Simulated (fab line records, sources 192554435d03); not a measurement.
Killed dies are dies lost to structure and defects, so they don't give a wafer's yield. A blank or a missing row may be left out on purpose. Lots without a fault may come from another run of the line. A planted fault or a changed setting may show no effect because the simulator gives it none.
Which tool did it? | flow n5_finfet | 8 lots, 24 wafers sampled, at 7 steps of a route of 1938

WHAT THE GAUGES READ, wafer by wafer
N5_BEOL_M11_OCD_MEAS_38.
lot  | measured     | on     | trench_depth_nm (nm)
L987 | day 12 13:39 | ocd-01 | 150 144 147
L993 | day 13 14:07 | ocd-02 | 150 143 149
L994 | day 14 03:13 | ocd-02 | 149 144 150
L995 | day 14 09:24 | ocd-02 | 148 143 132
L101 | day 15 05:37 | ocd-02 | 131 149 148
L106 | day 17 04:30 | ocd-01 | 152 148 147
L107 | day 17 04:20 | ocd-02 | 148 141 151
L109 | day 17 21:46 | ocd-01 | 146 151 150

N5_BEOL_M11_THK_MEAS_53: measures by xrf.
lot  | measured     | on            | M11_THK (nm)
L987 | day 12 15:32 | film_metro-01 | 138 136 139
L993 | day 13 16:52 | film_metro-02 | 141 135 140
L994 | day 14 07:41 | film_metro-01 | 141 136 139
L995 | day 14 13:23 | film_metro-02 | 137 136 125
L101 | day 15 08:40 | film_metro-02 | 122 140 137
L106 | day 17 06:56 | film_metro-02 | 145 143 140
L107 | day 17 06:42 | film_metro-01 | 140 134 145
L109 | day 18 00:40 | film_metro-01 | 135 142 141

N5_BEOL_M11_RS_MEAS_57: measures by four-point-probe.
lot  | measured     | on            | M11_RS (ohm/sq)
L987 | day 12 15:40 | film_metro-01 | 0.152 0.156 0.151
L993 | day 13 16:59 | film_metro-01 | 0.150 0.157 0.151
L994 | day 14 07:49 | film_metro-01 | 0.150 0.155 0.150
L995 | day 14 13:30 | film_metro-02 | 0.155 0.157 0.172
L101 | day 15 08:48 | film_metro-01 | 0.175 0.151 0.154
L106 | day 17 07:04 | film_metro-02 | 0.146 0.149 0.151
L107 | day 17 06:50 | film_metro-01 | 0.152 0.159 0.148
L109 | day 18 00:47 | film_metro-02 | 0.156 0.147 0.148

WHICH TOOL RAN EACH LOT (tool, then ch and the chambers of the sampled wafers, then the start)
lot  | N5_BEOL_M11_STRIP_67               | N5_BEOL_M11_HM_OPEN_17            | N5_BEOL_M11_ETCH_66                | N5_BEOL_M11_TRENCH_ETCH_37
L987 | rie_diel-02 ch 0,1, day 12 09:41   | rie_metal-03 ch 1, day 12 09:44   | rie_diel-02 ch 0,1,2, day 12 13:14 | rie_diel-02 ch 0,1,2, day 12 13:28
L993 | rie_diel-04 ch 1,2, day 13 12:31   | rie_metal-01 ch 0,1, day 13 12:34 | rie_diel-02 ch 2,3, day 13 13:42   | rie_diel-02 ch 2,3, day 13 13:56
L994 | rie_diel-02 ch 2,3, day 13 23:10   | rie_metal-03 ch 1, day 13 23:12   | rie_diel-04 ch 0,2,3, day 14 02:49 | rie_diel-04 ch 0,2,3, day 14 03:02
L995 | rie_diel-02 ch 0,2,3, day 14 04:27 | rie_metal-03 ch 0,1, day 14 04:29 | rie_diel-02 ch 0,1,2, day 14 08:59 | rie_diel-02 ch 0,1,2, day 14 09:13
L101 | rie_diel-04 ch 0,1,3, day 15 04:08 | rie_metal-03 ch 0,1, day 15 04:11 | rie_diel-02 ch 0,1,3, day 15 05:12 | rie_diel-02 ch 0,1,3, day 15 05:26
L106 | rie_diel-04 ch 1,2, day 17 02:03   | rie_metal-02 ch 0,1, day 17 02:07 | rie_diel-04 ch 0,1, day 17 04:05   | rie_diel-04 ch 0,1, day 17 04:19
L107 | rie_diel-02 ch 1,2,3, day 17 03:10 | rie_metal-03 ch 0,1, day 17 03:12 | rie_diel-06 ch 0,3, day 17 03:55   | rie_diel-06 ch 0,3, day 17 04:09
L109 | rie_diel-02 ch 0,1, day 17 18:07   | rie_metal-01 ch 1, day 17 18:09   | rie_diel-04 ch 0,1, day 17 21:21   | rie_diel-04 ch 0,1, day 17 21:35
- N5_BEOL_M11_STRIP_67: strips in CF4.
- N5_BEOL_M11_HM_OPEN_17: chemistry Cl2/BCl3, target TiN, target depth 20 nm, overetch 6 nm.
- N5_BEOL_M11_ETCH_66: etches SOC in N2/H2, target depth 120 nm, overetch 24 nm, time 180 s.
- N5_BEOL_M11_TRENCH_ETCH_37: etches SiCOH lowk in C4F6/O2, target depth 148.83 nm, time 48 s.

WHAT THE TOOLS THEMSELVES READ (means of the sampled wafers that have a number; where no wafer has one, the mark that the record gives instead)
N5_BEOL_M11_STRIP_67.
lot  | tool        | drypump_motor_current_A (A) | oes_product_au (a.u.) | rf_vpp_V (V) | showerhead_plenum_p_Torr (Torr) | throttle_valve_pct (%)
L987 | rie_diel-02 | 6.1                         | 0.76                  | 272.1        | 1.84                            | 13.42
L993 | rie_diel-04 | 5.2                         | 0.73                  | 269.5        | 1.73                            | 13.73
L994 | rie_diel-02 | 6.7                         | 0.78                  | 269.9        | 1.73                            | 13.76
L995 | rie_diel-02 | 6.2                         | 0.79                  | 270.1        | 1.75                            | 13.58
L101 | rie_diel-04 | 5.6                         | 0.81                  | 269.6        | 1.76                            | 13.66
L106 | rie_diel-04 | 5.2                         | 0.92                  | 272.4        | 1.86                            | 13.40
L107 | rie_diel-02 | 6.6                         | 0.74                  | 270.5        | 1.76                            | 13.67
L109 | rie_diel-02 | 5.7                         | 0.77                  | 271.6        | 1.81                            | 13.49

N5_BEOL_M11_HM_OPEN_17.
lot  | tool         | drypump_motor_current_A (A) | oes_product_au (a.u.) | throttle_valve_pct (%)
L987 | rie_metal-03 | 6.0                         | 0.65                  | 22.16
L993 | rie_metal-01 | 5.4                         | 0.58                  | 22.11
L994 | rie_metal-03 | 6.0                         | 0.64                  | 22.15
L995 | rie_metal-03 | 5.8                         | 0.71                  | 22.28
L101 | rie_metal-03 | 5.8                         | 0.70                  | 22.29
L106 | rie_metal-02 | 5.7                         | 0.80                  | 22.28
L107 | rie_metal-03 | 5.5                         | 0.73                  | 22.42
L109 | rie_metal-01 | 5.3                         | 0.57                  | 22.04

N5_BEOL_M11_ETCH_66.
lot  | tool        | drypump_motor_current_A (A) | h2_flow_sccm (sccm) | oes_product_au (a.u.) | rf_fwd_power_W (W) | rf_vpp_V (V) | showerhead_plenum_p_Torr (Torr) | throttle_valve_pct (%)
L987 | rie_diel-02 | 6.1                         | 199.7               | 0.64                  | 837.5              | 524.4        | 2.56                            | 17.71
L993 | rie_diel-02 | 6.7                         | 199.5               | 0.63                  | 836.9              | 521.0        | 2.46                            | 18.17
L994 | rie_diel-04 | 5.6                         | 199.9               | 0.62                  | 835.2              | 520.9        | 2.43                            | 17.81
L995 | rie_diel-02 | 6.1                         | 199.7               | 0.62                  | 838.4              | 523.1        | 2.56                            | 17.73
L101 | rie_diel-02 | 6.2                         | 199.8               | 0.62                  | 836.2              | 524.2        | 2.56                            | 17.96
L106 | rie_diel-04 | 5.7                         | 199.6               | 0.66                  | 835.2              | 522.5        | 2.49                            | 17.81
L107 | rie_diel-06 | 6.0                         | 199.6               | 0.63                  | 832.8              | 524.4        | 2.55                            | 17.87
L109 | rie_diel-04 | 5.4                         | 199.6               | 0.64                  | 837.7              | 522.6        | 2.52                            | 17.88

N5_BEOL_M11_TRENCH_ETCH_37.
lot  | tool        | drypump_motor_current_A (A) | oes_f_703_au (a.u.) | oes_o_777_au (a.u.) | oes_product_au (a.u.) | rf_fwd_power_W (W) | rf_vpp_V (V) | showerhead_plenum_p_Torr (Torr) | throttle_valve_pct (%)
L987 | rie_diel-02 | 6.1                         | 0.79                | 0.79                | 0.78                  | 341.7              | 665          | 2.85                            | 20.69
L993 | rie_diel-02 | 6.7                         | 0.77                | 0.78                | 0.78                  | 341.7              | 665          | 2.76                            | 21.21
L994 | rie_diel-04 | 5.6                         | 0.75                | 0.75                | 0.76                  | 342.4              | 665          | 2.74                            | 20.99
L995 | rie_diel-02 | 6.1                         | 0.70                | 0.71                | 0.75                  | 314.6              | 699          | 2.84                            | 20.69
L101 | rie_diel-02 | 6.2                         | 0.70                | 0.72                | 0.75                  | 315.2              | 709          | 2.83                            | 20.87
L106 | rie_diel-04 | 5.7                         | 0.82                | 0.82                | 0.82                  | 341.9              | 673          | 2.80                            | 20.97
L107 | rie_diel-06 | 6.0                         | 0.77                | 0.77                | 0.77                  | 342.3              | 669          | 2.86                            | 20.93
L109 | rie_diel-04 | 5.4                         | 0.81                | 0.82                | 0.81                  | 341.8              | 670          | 2.82                            | 20.99

THE ANSWER, worked out from the rows above alone
Rule: what is usual is taken from the lots themselves. Put in order of their means at a reading, lots are off if they are a third of the lots or fewer, leave a main group of 4 or more, and stand apart from it by a gap of 3 or more times the standard deviation of the main group's means; of several such gaps the widest counts. A main group whose means are all the same, to the digits that the tables above print for the reading, isn't used. A lot without any number at a reading at which 4 lots or more have one is off too. The other lots that the step has rows for count as sound. The gauges are gone through in route order, then the tools' own readings, and for those a lot's mean is taken as printed above. The first step at which some lot is off is used, and at that step the reading that is off furthest; a lot without a number counts as furthest.
Off: L995, L101, at N5_BEOL_M11_OCD_MEAS_38 (trench_depth_nm). The main group: mean 148 nm, standard deviation 0.92.
A tool fits if, at a process step before that reading, it ran every lot that is off, and no sound lot after the first of them. The gauges at N5_BEOL_M11_OCD_MEAS_38 aren't tried: what is off there is off at N5_BEOL_M11_RS_MEAS_57 too, on other tools, and a gauge's error can't cause that. One fits: rie_diel-02 at N5_BEOL_M11_ETCH_66 and N5_BEOL_M11_TRENCH_ETCH_37. At N5_BEOL_M11_ETCH_66 its last sound lot is L993 (day 13 13:42), its first lot that is off L995 (day 14 08:59): a fault that began between those two fits.

WHAT THE SIMULATOR HAD PUT IN
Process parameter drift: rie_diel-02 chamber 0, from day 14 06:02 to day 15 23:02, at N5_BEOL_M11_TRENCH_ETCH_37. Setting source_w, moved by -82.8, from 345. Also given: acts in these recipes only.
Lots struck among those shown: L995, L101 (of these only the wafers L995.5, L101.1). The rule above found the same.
